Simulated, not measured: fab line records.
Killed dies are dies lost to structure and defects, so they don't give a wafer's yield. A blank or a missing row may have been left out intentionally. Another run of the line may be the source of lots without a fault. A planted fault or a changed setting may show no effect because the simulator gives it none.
Matching of chambers -- flow n5-finfet -- 3 sister chambers for N5_BEOL_M3_ILD_DEP_00 on pecvd-04
The step deposits SiOC from DEMS/O2, target thk 79 nm, time 15.3 s. 6 wafers are shown with their chamber, then 10 later ones without.

WAFERS, EACH WITH ITS CHAMBER
wafer,chamber,throttle-valve-pct (%),susceptor-temp-C (C)
L084.5,0,12.6,349.90
L085.2,2,11.5,350.10
L085.4,1,12.9,350.19
L085.5,0,12.3,349.84
L089.1,1,12.8,350.00
L089.2,2,11.8,350.41

WAFERS WHOSE CHAMBER IS MISSING
wafer,throttle-valve-pct (%),susceptor-temp-C (C)
L089.6,11.6,350.23
L090.1,12.8,349.84
L090.3,11.6,349.89
L090.6,11.9,350.10
L096.1,11.9,349.85
L096.4,11.2,349.77
L096.5,12.9,350.09
L097.3,12.3,350.05
L097.4,11.5,349.91
L097.5,12.8,350.23

THE CHAMBER EACH PASSED THROUGH
wafer,from the rows above,in truth
L089.6,2,2
L090.1,can't be placed: 1 or 0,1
L090.3,2,2
L090.6,can't be placed: 2 or 0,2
L096.1,can't be placed: 2 or 0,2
L096.4,2,2
L096.5,1,1
L097.3,can't be placed: 0 or 1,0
L097.4,2,2
L097.5,1,1
Placed correctly: 6 of 10. These rows do not allow placing 4 (true chamber among the candidates in 4). 0 placed wrongly.
How it was worked out, from the rows above alone: a wafer's distance from a chamber is the root of the sum, over the readings, of the square of ((its reading less the chamber's mean) divided by the reading's scatter). The wafer belongs to the nearest chamber; if the next one is less than 2 further off, it can't be placed. The mean given for a chamber averages the wafers shown for that chamber. The scatter: the root of (the sum of the squares of (reading less its chamber's mean) over the shown wafers, divided by (wafers less chambers)).
